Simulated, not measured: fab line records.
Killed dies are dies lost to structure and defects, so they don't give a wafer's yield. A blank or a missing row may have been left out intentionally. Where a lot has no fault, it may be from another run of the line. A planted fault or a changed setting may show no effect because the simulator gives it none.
A sampling plan put to the test / flow nand-harc / one fab line, 37 faults that these records tell of, each judged on the records of the lots that it struck; 1 more is left out, because the records don't allow judging it
The line's own looks make up the plan; these are the steps of the route where a gauge or inspection reads the wafer and leaves it unchanged. Where struck wafers have a number at a look and the file lists that look's usual mean and standard deviation on fault-free wafers, the look can be judged. Caught: 4 or more of those standard deviations (sigma) separate the usual mean from the mean of the struck wafers at a look after the fault's first step. On the tool: the fault's steps, tested the same way using the tool's own readings. Another recipe on the struck wafers, or a record that is blank for them alone, also counts as caught.

== THE FAULTS, as the simulator had put them in ==
1. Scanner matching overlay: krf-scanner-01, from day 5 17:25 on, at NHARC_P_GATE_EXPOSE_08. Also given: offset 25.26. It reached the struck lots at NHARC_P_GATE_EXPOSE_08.
2. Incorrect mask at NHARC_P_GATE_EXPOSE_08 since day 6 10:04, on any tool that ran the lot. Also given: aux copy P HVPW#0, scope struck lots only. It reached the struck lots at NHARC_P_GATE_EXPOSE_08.
3. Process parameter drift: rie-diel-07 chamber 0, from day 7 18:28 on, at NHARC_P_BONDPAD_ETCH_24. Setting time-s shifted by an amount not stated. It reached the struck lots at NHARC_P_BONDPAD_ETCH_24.
4. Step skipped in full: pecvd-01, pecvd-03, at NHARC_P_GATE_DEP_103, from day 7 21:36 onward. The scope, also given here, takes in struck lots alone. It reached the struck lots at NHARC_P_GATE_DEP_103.
5. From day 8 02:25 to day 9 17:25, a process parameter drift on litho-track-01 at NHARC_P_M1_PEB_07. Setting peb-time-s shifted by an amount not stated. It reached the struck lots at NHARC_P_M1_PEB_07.
6. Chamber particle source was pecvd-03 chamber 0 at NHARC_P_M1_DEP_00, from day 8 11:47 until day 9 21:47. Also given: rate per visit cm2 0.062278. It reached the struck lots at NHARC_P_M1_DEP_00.
7. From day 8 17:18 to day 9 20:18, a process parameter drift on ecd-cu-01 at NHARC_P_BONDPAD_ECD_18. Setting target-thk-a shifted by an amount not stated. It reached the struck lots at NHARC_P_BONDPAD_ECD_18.
8. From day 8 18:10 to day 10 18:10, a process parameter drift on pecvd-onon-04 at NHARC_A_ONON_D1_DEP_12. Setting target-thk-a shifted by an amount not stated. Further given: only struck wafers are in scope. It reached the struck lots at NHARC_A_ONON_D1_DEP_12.
9. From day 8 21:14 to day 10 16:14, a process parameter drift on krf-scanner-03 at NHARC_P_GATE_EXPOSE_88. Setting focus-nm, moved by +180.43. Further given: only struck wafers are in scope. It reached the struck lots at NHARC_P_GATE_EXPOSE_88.
10. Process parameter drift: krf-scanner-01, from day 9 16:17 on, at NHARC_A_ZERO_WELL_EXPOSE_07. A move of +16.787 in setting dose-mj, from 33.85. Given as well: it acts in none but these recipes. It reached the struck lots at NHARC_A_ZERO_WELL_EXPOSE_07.
11. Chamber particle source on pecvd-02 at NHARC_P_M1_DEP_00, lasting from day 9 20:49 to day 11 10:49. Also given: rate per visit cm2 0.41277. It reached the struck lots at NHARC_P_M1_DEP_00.
12. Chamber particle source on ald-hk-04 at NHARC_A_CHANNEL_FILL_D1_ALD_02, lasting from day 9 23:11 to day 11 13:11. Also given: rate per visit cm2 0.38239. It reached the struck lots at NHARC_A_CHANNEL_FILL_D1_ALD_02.
13. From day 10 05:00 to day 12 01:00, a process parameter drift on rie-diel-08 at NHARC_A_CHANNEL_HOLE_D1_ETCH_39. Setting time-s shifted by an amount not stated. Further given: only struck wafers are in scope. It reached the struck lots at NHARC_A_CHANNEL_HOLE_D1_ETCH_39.
14. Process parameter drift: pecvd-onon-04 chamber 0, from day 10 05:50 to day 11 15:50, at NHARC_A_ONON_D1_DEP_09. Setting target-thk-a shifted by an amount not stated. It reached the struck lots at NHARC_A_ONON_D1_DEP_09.
15. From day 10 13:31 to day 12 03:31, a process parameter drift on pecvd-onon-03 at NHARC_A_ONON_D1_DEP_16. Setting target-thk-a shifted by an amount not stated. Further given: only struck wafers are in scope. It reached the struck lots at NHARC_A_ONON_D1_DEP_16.
16. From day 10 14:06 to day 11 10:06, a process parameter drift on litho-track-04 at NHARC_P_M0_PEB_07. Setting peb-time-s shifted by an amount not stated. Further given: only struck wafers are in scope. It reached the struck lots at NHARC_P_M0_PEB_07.
17. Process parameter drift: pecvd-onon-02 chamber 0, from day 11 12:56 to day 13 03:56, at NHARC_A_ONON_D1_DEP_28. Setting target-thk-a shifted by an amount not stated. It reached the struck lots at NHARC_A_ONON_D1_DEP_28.
18. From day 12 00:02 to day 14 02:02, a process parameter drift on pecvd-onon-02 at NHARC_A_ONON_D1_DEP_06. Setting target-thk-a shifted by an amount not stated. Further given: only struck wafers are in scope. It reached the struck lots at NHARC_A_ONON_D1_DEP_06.
19. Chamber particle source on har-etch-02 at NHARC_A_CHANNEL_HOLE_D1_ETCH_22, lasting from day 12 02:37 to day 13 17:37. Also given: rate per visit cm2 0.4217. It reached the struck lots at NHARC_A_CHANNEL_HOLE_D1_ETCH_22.
20. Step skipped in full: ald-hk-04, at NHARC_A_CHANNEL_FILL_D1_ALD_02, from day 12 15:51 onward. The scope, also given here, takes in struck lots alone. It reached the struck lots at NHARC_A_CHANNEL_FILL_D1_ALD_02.
21. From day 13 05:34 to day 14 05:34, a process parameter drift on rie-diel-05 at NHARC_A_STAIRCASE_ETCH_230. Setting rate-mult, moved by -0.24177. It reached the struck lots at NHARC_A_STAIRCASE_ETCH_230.
22. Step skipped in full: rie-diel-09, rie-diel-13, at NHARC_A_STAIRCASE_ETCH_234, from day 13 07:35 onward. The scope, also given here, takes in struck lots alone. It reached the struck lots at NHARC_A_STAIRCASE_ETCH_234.
23. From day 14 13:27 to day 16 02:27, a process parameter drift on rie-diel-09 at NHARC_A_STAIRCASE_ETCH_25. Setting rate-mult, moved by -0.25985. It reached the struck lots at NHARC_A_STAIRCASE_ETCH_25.
24. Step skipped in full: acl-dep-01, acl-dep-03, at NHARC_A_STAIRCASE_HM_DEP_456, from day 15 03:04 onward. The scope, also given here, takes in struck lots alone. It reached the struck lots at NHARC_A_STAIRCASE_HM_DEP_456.
25. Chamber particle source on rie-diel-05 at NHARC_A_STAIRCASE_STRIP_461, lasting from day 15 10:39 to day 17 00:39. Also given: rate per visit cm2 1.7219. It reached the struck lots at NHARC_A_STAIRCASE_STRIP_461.
26. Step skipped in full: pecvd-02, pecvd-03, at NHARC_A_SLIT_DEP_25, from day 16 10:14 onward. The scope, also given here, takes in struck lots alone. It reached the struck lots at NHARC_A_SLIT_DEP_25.
27. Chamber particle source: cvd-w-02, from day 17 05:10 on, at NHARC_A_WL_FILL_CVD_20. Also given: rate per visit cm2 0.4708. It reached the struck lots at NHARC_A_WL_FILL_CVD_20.
28. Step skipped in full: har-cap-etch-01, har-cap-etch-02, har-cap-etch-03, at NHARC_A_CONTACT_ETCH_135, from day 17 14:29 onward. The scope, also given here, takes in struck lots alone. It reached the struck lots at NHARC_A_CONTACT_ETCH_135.
29. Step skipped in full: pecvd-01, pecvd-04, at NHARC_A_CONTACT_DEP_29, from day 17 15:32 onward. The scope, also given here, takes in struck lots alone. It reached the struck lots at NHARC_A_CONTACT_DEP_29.
30. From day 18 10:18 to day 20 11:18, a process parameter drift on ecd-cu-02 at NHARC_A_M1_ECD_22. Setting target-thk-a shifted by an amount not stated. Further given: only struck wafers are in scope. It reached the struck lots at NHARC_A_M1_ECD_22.
31. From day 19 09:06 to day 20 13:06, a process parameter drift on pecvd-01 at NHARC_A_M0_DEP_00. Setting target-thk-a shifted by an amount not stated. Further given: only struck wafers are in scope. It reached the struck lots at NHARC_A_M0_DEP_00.
32. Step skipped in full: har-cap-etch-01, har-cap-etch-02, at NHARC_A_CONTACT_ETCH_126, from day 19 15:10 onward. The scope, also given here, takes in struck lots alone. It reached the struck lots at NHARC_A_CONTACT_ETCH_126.
33. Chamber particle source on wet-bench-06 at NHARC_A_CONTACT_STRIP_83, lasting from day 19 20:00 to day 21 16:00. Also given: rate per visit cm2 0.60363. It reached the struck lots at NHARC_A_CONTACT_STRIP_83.
34. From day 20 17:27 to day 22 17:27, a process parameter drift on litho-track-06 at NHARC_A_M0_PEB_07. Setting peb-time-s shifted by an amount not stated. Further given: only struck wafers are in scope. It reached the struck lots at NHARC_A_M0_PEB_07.
35. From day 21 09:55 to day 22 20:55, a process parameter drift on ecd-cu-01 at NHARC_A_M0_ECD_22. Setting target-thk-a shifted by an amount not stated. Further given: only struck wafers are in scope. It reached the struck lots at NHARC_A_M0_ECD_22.
36. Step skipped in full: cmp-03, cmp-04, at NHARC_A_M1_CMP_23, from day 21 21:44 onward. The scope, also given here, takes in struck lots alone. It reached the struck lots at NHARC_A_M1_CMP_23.
37. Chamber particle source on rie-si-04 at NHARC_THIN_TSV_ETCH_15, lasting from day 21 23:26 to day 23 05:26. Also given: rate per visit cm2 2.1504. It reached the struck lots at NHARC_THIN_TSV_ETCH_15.

== WHAT THE PLAN SAW ==
fault=1; on the tool itself=no reading that can be judged; first look that catches it=no look after it can be judged; reading, sigma=-; median hours from its first step to that look=-; hours from the fault's start to the first struck lot there=-; judged looks passed uncaught=0
fault=2; on the tool itself=no reading that can be judged; first look that catches it=NHARC_END_SORT_01; reading, sigma=killed-at-periphery +99 or beyond; median hours from its first step to that look=375.1; hours from the fault's start to the first struck lot there=374; judged looks passed uncaught=0
fault=3; on the tool itself=run-length-s -41 sigma; first look that catches it=NHARC_END_SORT_01; reading, sigma=killed-at-periphery +6.8; median hours from its first step to that look=340.8; hours from the fault's start to the first struck lot there=349; judged looks passed uncaught=0
fault=4; on the tool itself=the tool's record is blank for the struck wafers; first look that catches it=NHARC_END_SORT_01; reading, sigma=killed-at-periphery +99 or beyond; median hours from its first step to that look=377.7; hours from the fault's start to the first struck lot there=378; judged looks passed uncaught=0
fault=5; on the tool itself=no reading that can be judged; first look that catches it=NHARC_P_M1_CD_MEAS_09; reading, sigma=cd-nm +8.8; median hours from its first step to that look=0.1; hours from the fault's start to the first struck lot there=4; judged looks passed uncaught=0
fault=6; on the tool itself=no reading that can be judged; first look that catches it=NHARC_P_M1_INSPECT_11; reading, sigma=raw-defect-count +18; median hours from its first step to that look=1.0; hours from the fault's start to the first struck lot there=15; judged looks passed uncaught=0
fault=7; on the tool itself=no reading that can be judged; first look that catches it=NHARC_END_SORT_01; reading, sigma=killed-at-periphery +99 or beyond; median hours from its first step to that look=331.8; hours from the fault's start to the first struck lot there=332; judged looks passed uncaught=0
fault=8; on the tool itself=no reading that can be judged; first look that catches it=NHARC_A_ONON_D1_THK_MEAS_14; reading, sigma=thk-nm -17; median hours from its first step to that look=0.4; hours from the fault's start to the first struck lot there=17; judged looks passed uncaught=0
fault=9; on the tool itself=no reading that can be judged; first look that catches it=not the one look that can be judged after it; reading, sigma=strongest: cd-nm at NHARC_P_GATE_CD_MEAS_91, +3.5; median hours from its first step to that look=-; hours from the fault's start to the first struck lot there=-; judged looks passed uncaught=1
fault=10; on the tool itself=exposure-dose-mJ-cm2 +99 or beyond sigma; first look that catches it=NHARC_A_ZERO_WELL_CD_MEAS_10; reading, sigma=cd-nm +8.1; median hours from its first step to that look=0.2; hours from the fault's start to the first struck lot there=0; judged looks passed uncaught=0
fault=11; on the tool itself=no reading that can be judged; first look that catches it=NHARC_P_M1_INSPECT_11; reading, sigma=raw-defect-count +99 or beyond; median hours from its first step to that look=1.0; hours from the fault's start to the first struck lot there=11; judged looks passed uncaught=0
fault=12; on the tool itself=under 2 sigma; first look that catches it=NHARC_END_SORT_01; reading, sigma=killed-dies +4.7; median hours from its first step to that look=303.1; hours from the fault's start to the first struck lot there=312; judged looks passed uncaught=0
fault=13; on the tool itself=run-length-s -99 or beyond sigma; first look that catches it=not the one look that can be judged after it; reading, sigma=strongest: killed-at-array at NHARC_END_SORT_01, +2.3; median hours from its first step to that look=-; hours from the fault's start to the first struck lot there=-; judged looks passed uncaught=1
fault=14; on the tool itself=no reading that can be judged; first look that catches it=NHARC_A_ONON_D1_THK_MEAS_11; reading, sigma=thk-nm -56; median hours from its first step to that look=0.5; hours from the fault's start to the first struck lot there=11; judged looks passed uncaught=0
fault=15; on the tool itself=no reading that can be judged; first look that catches it=NHARC_A_ONON_D1_THK_MEAS_18; reading, sigma=thk-nm +53; median hours from its first step to that look=0.4; hours from the fault's start to the first struck lot there=11; judged looks passed uncaught=0
fault=16; on the tool itself=no reading that can be judged; first look that catches it=NHARC_P_M0_CD_MEAS_09; reading, sigma=cd-nm +5.8; median hours from its first step to that look=0.1; hours from the fault's start to the first struck lot there=5; judged looks passed uncaught=0
fault=17; on the tool itself=under 2 sigma; first look that catches it=NHARC_A_ONON_D1_THK_MEAS_30; reading, sigma=thk-nm -41; median hours from its first step to that look=0.5; hours from the fault's start to the first struck lot there=11; judged looks passed uncaught=0
fault=18; on the tool itself=no reading that can be judged; first look that catches it=NHARC_A_ONON_D1_THK_MEAS_08; reading, sigma=thk-nm +91; median hours from its first step to that look=0.5; hours from the fault's start to the first struck lot there=2; judged looks passed uncaught=0
fault=19; on the tool itself=under 2 sigma; first look that catches it=NHARC_A_CHANNEL_HOLE_D1_INSPECT_40; reading, sigma=raw-defect-count +14; median hours from its first step to that look=4.8; hours from the fault's start to the first struck lot there=9; judged looks passed uncaught=0
fault=20; on the tool itself=the tool's record is blank for the struck wafers; first look that catches it=NHARC_END_SORT_01; reading, sigma=killed-dies +71; median hours from its first step to that look=293.9; hours from the fault's start to the first struck lot there=285; judged looks passed uncaught=0
fault=21; on the tool itself=oes-product-au -8.5 sigma; first look that catches it=NHARC_END_SORT_01; reading, sigma=killed-dies +24; median hours from its first step to that look=198.0; hours from the fault's start to the first struck lot there=194; judged looks passed uncaught=0
fault=22; on the tool itself=the tool's record is blank for the struck wafers; first look that catches it=NHARC_END_SORT_01; reading, sigma=killed-dies +71; median hours from its first step to that look=223.8; hours from the fault's start to the first struck lot there=209; judged looks passed uncaught=0
fault=23; on the tool itself=oes-product-au -10 sigma; first look that catches it=NHARC_END_SORT_01; reading, sigma=killed-dies +59; median hours from its first step to that look=231.0; hours from the fault's start to the first struck lot there=225; judged looks passed uncaught=0
fault=24; on the tool itself=the tool's record is blank for the struck wafers; first look that catches it=NHARC_END_SORT_01; reading, sigma=killed-dies +71; median hours from its first step to that look=220.0; hours from the fault's start to the first struck lot there=218; judged looks passed uncaught=0
fault=25; on the tool itself=no reading that can be judged; first look that catches it=NHARC_END_SORT_01; reading, sigma=killed-at-array +7.1; median hours from its first step to that look=218.2; hours from the fault's start to the first struck lot there=218; judged looks passed uncaught=1
fault=26; on the tool itself=the tool's record is blank for the struck wafers; first look that catches it=NHARC_END_SORT_01; reading, sigma=killed-dies +71; median hours from its first step to that look=147.1; hours from the fault's start to the first struck lot there=134; judged looks passed uncaught=1
fault=27; on the tool itself=under 2 sigma; first look that catches it=NHARC_END_SORT_01; reading, sigma=killed-at-array +7.6; median hours from its first step to that look=98.0; hours from the fault's start to the first struck lot there=115; judged looks passed uncaught=0
fault=28; on the tool itself=the tool's record is blank for the struck wafers; first look that catches it=NHARC_END_SORT_01; reading, sigma=killed-dies +71; median hours from its first step to that look=69.5; hours from the fault's start to the first struck lot there=70; judged looks passed uncaught=0
fault=29; on the tool itself=the tool's record is blank for the struck wafers; first look that catches it=NHARC_END_SORT_01; reading, sigma=killed-dies +71; median hours from its first step to that look=77.7; hours from the fault's start to the first struck lot there=88; judged looks passed uncaught=2
fault=30; on the tool itself=no reading that can be judged; first look that catches it=not the one look that can be judged after it; reading, sigma=strongest: killed-at-periphery at NHARC_END_SORT_01, +3.1; median hours from its first step to that look=-; hours from the fault's start to the first struck lot there=-; judged looks passed uncaught=1
fault=31; on the tool itself=no reading that can be judged; first look that catches it=NHARC_END_SORT_01; reading, sigma=sort_bin_2_pct +99 or beyond; median hours from its first step to that look=71.7; hours from the fault's start to the first struck lot there=93; judged looks passed uncaught=0
fault=32; on the tool itself=the tool's record is blank for the struck wafers; first look that catches it=NHARC_END_SORT_01; reading, sigma=killed-dies +71; median hours from its first step to that look=86.6; hours from the fault's start to the first struck lot there=79; judged looks passed uncaught=0
fault=33; on the tool itself=no reading that can be judged; first look that catches it=NHARC_END_SORT_01; reading, sigma=killed-dies +8.2; median hours from its first step to that look=87.0; hours from the fault's start to the first struck lot there=74; judged looks passed uncaught=1
fault=34; on the tool itself=no reading that can be judged; first look that catches it=NHARC_A_M0_CD_MEAS_09; reading, sigma=cd-nm +12; median hours from its first step to that look=0.1; hours from the fault's start to the first struck lot there=12; judged looks passed uncaught=0
fault=35; on the tool itself=no reading that can be judged; first look that catches it=no look after it can be judged; reading, sigma=-; median hours from its first step to that look=-; hours from the fault's start to the first struck lot there=-; judged looks passed uncaught=0
fault=36; on the tool itself=the tool's record is blank for the struck wafers; first look that catches it=NHARC_A_M1_THK_MEAS_24; reading, sigma=thk-nm +99 or beyond; median hours from its first step to that look=0.3; hours from the fault's start to the first struck lot there=3; judged looks passed uncaught=0
fault=37; on the tool itself=under 2 sigma; first look that catches it=NHARC_END_SORT_01; reading, sigma=killed-at-other +88; median hours from its first step to that look=46.4; hours from the fault's start to the first struck lot there=47; judged looks passed uncaught=1
Dash: fault not caught, or number not given in these records.

Caught at a look: 32 of 37. Caught on the tool: 14 of 37. By one or the other: 33 of 37.
Caught on the tool alone: fault 13.
Caught at a look alone: faults 2, 5, 6, 7, 8, 11, 12, 14, 15, 16, 17, 18, 19, 25, 27, 31, 33, 34, 37.
Caught by neither: faults 1, 9, 30, 35.

== THINNER SAMPLING ==
Were the look that catches a fault to measure just every second or every third lot (counted by lot number), the first struck lot would, at worst, be measured this late:
fault=2; struck lots at that look, in order of time=L725; every lot=374 h; every second lot=may miss it; every third lot=may miss it
fault=3; struck lots at that look, in order of time=L588; every lot=349 h; every second lot=may miss it; every third lot=may miss it
fault=4; struck lots at that look, in order of time=L714, L719, L718; every lot=378 h; every second lot=385 h; every third lot=392 h
fault=5; struck lots at that look, in order of time=L160, L163, L162; every lot=4 h; every second lot=24 h; every third lot=may miss all 3
fault=6; struck lots at that look, in order of time=L525, L524; every lot=15 h; every second lot=17 h; every third lot=may miss all 2
fault=7; struck lots at that look, in order of time=L481, L477; every lot=332 h; every second lot=may miss all 2; every third lot=may miss all 2
fault=8; struck lots at that look, in order of time=L784, L785, L788; every lot=17 h; every second lot=26 h; every third lot=may miss all 3
fault=10; struck lots at that look, in order of time=L726, L729; every lot=0 h; every second lot=29 h; every third lot=may miss all 2
fault=11; struck lots at that look, in order of time=L255, L258; every lot=11 h; every second lot=26 h; every third lot=may miss all 2
fault=12; struck lots at that look, in order of time=L520, L524; every lot=312 h; every second lot=may miss all 2; every third lot=may miss all 2
fault=14; struck lots at that look, in order of time=L181, L184; every lot=11 h; every second lot=32 h; every third lot=may miss all 2
fault=15; struck lots at that look, in order of time=L936, L937; every lot=11 h; every second lot=24 h; every third lot=may miss all 2
fault=16; struck lots at that look, in order of time=L264; every lot=5 h; every second lot=may miss it; every third lot=may miss it
fault=17; struck lots at that look, in order of time=L594, L599; every lot=11 h; every second lot=35 h; every third lot=may miss all 2
fault=18; struck lots at that look, in order of time=L895, L897, L898; every lot=2 h; every second lot=21 h; every third lot=may miss all 3
fault=19; struck lots at that look, in order of time=L811, L813, L817; every lot=9 h; every second lot=may miss all 3; every third lot=may miss all 3
fault=20; struck lots at that look, in order of time=L971, L970; every lot=285 h; every second lot=308 h; every third lot=may miss all 2
fault=21; struck lots at that look, in order of time=L272, L279; every lot=194 h; every second lot=224 h; every third lot=may miss all 2
fault=22; struck lots at that look, in order of time=L472, L473; every lot=209 h; every second lot=239 h; every third lot=may miss all 2
fault=23; struck lots at that look, in order of time=L541, L544; every lot=225 h; every second lot=255 h; every third lot=may miss all 2
fault=24; struck lots at that look, in order of time=L551, L554, L553; every lot=218 h; every second lot=226 h; every third lot=may miss all 3
fault=25; struck lots at that look, in order of time=L314, L317, L316; every lot=218 h; every second lot=249 h; every third lot=may miss all 3
fault=26; struck lots at that look, in order of time=L954, L955; every lot=134 h; every second lot=164 h; every third lot=may miss all 2
fault=27; struck lots at that look, in order of time=L696, L697; every lot=115 h; every second lot=145 h; every third lot=may miss all 2
fault=28; struck lots at that look, in order of time=L924, L925, L927; every lot=70 h; every second lot=77 h; every third lot=may miss all 3
fault=29; struck lots at that look, in order of time=L316, L317; every lot=88 h; every second lot=94 h; every third lot=may miss all 2
fault=31; struck lots at that look, in order of time=L105, L106; every lot=93 h; every second lot=102 h; every third lot=may miss all 2
fault=32; struck lots at that look, in order of time=L880, L879, L884; every lot=79 h; every second lot=96 h; every third lot=103 h
fault=33; struck lots at that look, in order of time=L248, L249; every lot=74 h; every second lot=122 h; every third lot=may miss all 2
fault=34; struck lots at that look, in order of time=L922, L925; every lot=12 h; every second lot=29 h; every third lot=may miss all 2
fault=36; struck lots at that look, in order of time=L514, L515; every lot=3 h; every second lot=8 h; every third lot=may miss all 2
fault=37; struck lots at that look, in order of time=L777, L774; every lot=47 h; every second lot=71 h; every third lot=may miss all 2
The hour figures run from when the fault began to the first measured lot among those it struck. 4 sigma limit: tested on the pooled struck wafers, so a lone lot may be under it. Other struck lots may not be in these records.

== THE LONGEST TIMED WAY FROM STEP TO LOOK ==
Fault 4: median gap of 377.7 hours between NHARC_P_GATE_DEP_103 and NHARC_END_SORT_01. No look between them can be judged.
